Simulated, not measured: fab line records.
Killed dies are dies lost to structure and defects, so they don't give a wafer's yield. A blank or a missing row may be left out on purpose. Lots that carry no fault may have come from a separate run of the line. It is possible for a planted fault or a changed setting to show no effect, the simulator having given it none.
Chamber matching + flow n5 finfet + pecvd-02 running N5_FIN_SAQP_HM_DEP_03: 3 sister chambers
The step deposits SiNx from SiH4/NH3/N2, target thk 38 nm, time 33.6 s. 16 wafers are shown with their chamber, then 8 later ones without.

EACH WAFER AND ITS CHAMBER
| wafer  | chamber | showerhead plenum p Torr (Torr) | throttle valve pct (%) | heater power w (W) |
|--------|---------|---------------------------------|------------------------|--------------------|
| L315.2 | 1       | 5.28                            | 40.3                   | 718                |
| L315.4 | 0       | 5.13                            | 39.1                   | 837                |
| L315.5 | 1       | 5.30                            | 40.4                   | 722                |
| L317.1 | 2       | 5.03                            | 37.1                   | 656                |
| L317.3 | 1       | 5.28                            | 40.2                   | 681                |
| L317.4 | 2       | 5.02                            | 37.1                   | 679                |
| L318.2 | 2       | 5.03                            | 37.5                   | 670                |
| L318.3 | 0       | 5.13                            | 39.0                   | 804                |
| L318.6 | 2       | 5.02                            | 37.0                   | 669                |
| L319.3 | 1       | 5.29                            | 40.2                   | 781                |
| L319.5 | 2       | 5.03                            | 37.3                   | 676                |
| L319.6 | 0       | 5.12                            | 39.1                   | 697                |
| L323.2 | 2       | 5.03                            | 37.2                   | 739                |
| L323.3 | 1       | 5.29                            | 40.6                   | 789                |
| L323.5 | 0       | 5.11                            | 39.3                   | 755                |
| L333.1 | 1       | 5.29                            | 40.1                   | 749                |

SIGNATURES, as means of the wafers listed above
| reading                  | chamber 0 | chamber 1 | chamber 2 | scatter within a chamber |
|--------------------------|-----------|-----------|-----------|--------------------------|
| showerhead plenum p Torr | 5.1225    | 5.2883    | 5.0267    | 0.00729                  |
| throttle valve pct       | 39.125    | 40.300    | 37.200    | 0.168                    |
| heater power w           | 773.25    | 740.00    | 681.50    | 42.9                     |
Rule: for each reading, subtract the chamber's mean from the wafer's reading, divide by that reading's scatter and square the result; add these up over the readings and take the root, which gives the wafer's distance from the chamber. If the next closest chamber is less than 2 further off than the closest, the wafer can't be placed; otherwise it belongs to the closest. The scatter is the square root of a quotient: the sum, over the shown wafers, of each reading's squared deviation from its chamber's mean, divided by wafers minus chambers.

WAFERS WHOSE CHAMBER IS MISSING
| wafer  | showerhead plenum p Torr (Torr) | throttle valve pct (%) | heater power w (W) |
|--------|---------------------------------|------------------------|--------------------|
| L333.4 | 5.30                            | 40.3                   | 754                |
| L333.5 | 5.13                            | 39.2                   | 708                |
| L334.1 | 5.13                            | 39.4                   | 845                |
| L334.2 | 5.29                            | 40.3                   | 739                |
| L334.5 | 5.29                            | 40.4                   | 753                |
| L335.2 | 5.28                            | 40.3                   | 736                |
| L335.3 | 5.14                            | 39.4                   | 840                |
| L335.5 | 5.28                            | 40.3                   | 740                |

CHAMBER TAKEN BY EACH
| wafer  | from the rows above | in truth |
|--------|---------------------|----------|
| L333.4 | 1                   | 1        |
| L333.5 | 0                   | 0        |
| L334.1 | 0                   | 0        |
| L334.2 | 1                   | 1        |
| L334.5 | 1                   | 1        |
| L335.2 | 1                   | 1        |
| L335.3 | 0                   | 0        |
| L335.5 | 1                   | 1        |
Correctly placed: 8 of 8. From these rows, 0 cannot be placed. Number placed wrongly: 0.
